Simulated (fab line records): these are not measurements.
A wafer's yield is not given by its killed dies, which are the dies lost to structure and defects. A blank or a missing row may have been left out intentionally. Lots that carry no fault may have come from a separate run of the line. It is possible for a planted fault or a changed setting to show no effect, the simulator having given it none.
Code-filled problem report in 8D (eight disciplines) form -- flow n5-finfet -- the parts of the form that need people (team, actions taken, sign-off) are left out

## 1. WHAT WENT WRONG
Wafers without a fault read 1500.1 rpm, standard deviation 1; spin-speed-rpm at N5_BEOL_M1_COAT_62 reads a mean of 1627.5 rpm on 9 wafers belonging to 3 lots. So: +99 or more standard deviations from the usual mean.
The step: time 60 s, resist thk 12 nm.
Seen first at day 7 18:06 on litho-track-03, wafer L385.1. At this step, 39 wafers from 13 lots have a number in the record. Rule for "out", or "out of limits": more than 4 standard deviations from the usual mean. The other wafers with a number count as sound.

## 2. WHAT IT IS, AND WHAT IT ISN'T
question,is,is not
which readings at this step,spin-speed-rpm,-
which lots,"L385, L387, L388","L381, L383, L384, L386, L390, L393, L394, L395, L402, L403"
which wafers of those lots,all that have a number,-
read on which tools,litho-track-03,"litho-track-04, litho-track-05"
when,from day 7 18:06,"up to then (12 sound wafers); but 18 sound wafers of L390, L393, L394, L395, L402, L403 came after"

## 3. WHAT RULES OUT EACH SUSPECT
Counting: any tool at a process step up to the reading is kept as a suspect provided that every lot that is out went through it and no sound lot did after the first of them.
- litho-track-03 at N5_BEOL_M1_COAT_62 (time 60 s, resist thk 12 nm): kept. Every lot that is out went through it, starting with L385 (day 7 18:06), and after that it ran no sound lot; the last sound lot it ran before then is L386 (day 7 14:13). On those wafers its own readings are out: spin-speed-rpm.
After counting, what remains is litho-track-03 at N5_BEOL_M1_COAT_62.

## 4. THE CAUSE (what the simulator had put in)
Process parameters drifting: litho-track-03 at N5_BEOL_M1_COAT_62, beginning at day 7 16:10. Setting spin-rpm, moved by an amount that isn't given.
The count eliminated every tool but this one.

## 5. SEQUENCE OF EFFECTS, ordered by route
One row per reading whose mean, taken over the struck wafers that have a number, lies over 3 standard deviations from the usual. Scope: only readings with a usual standard deviation given in the record; hours: median across lots of the time from each lot's start at the first step in this table that gives one to its start at this step; sigmas: change in usual standard deviations.
hours,step,reading,usual,on struck wafers,change,sigmas
0,N5_BEOL_M1_COAT_62,spin-speed-rpm,1500.1 rpm,1627.5,+127.4,+99 or more
The process steps in it:
- N5_BEOL_M1_COAT_62: time 60 s, resist thk 12 nm.

## 6. WHAT WOULD HAVE CAUGHT IT SOONER
In this record the first reading out of limits was taken at day 7 18:06, 2 hours after the fault began at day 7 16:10.
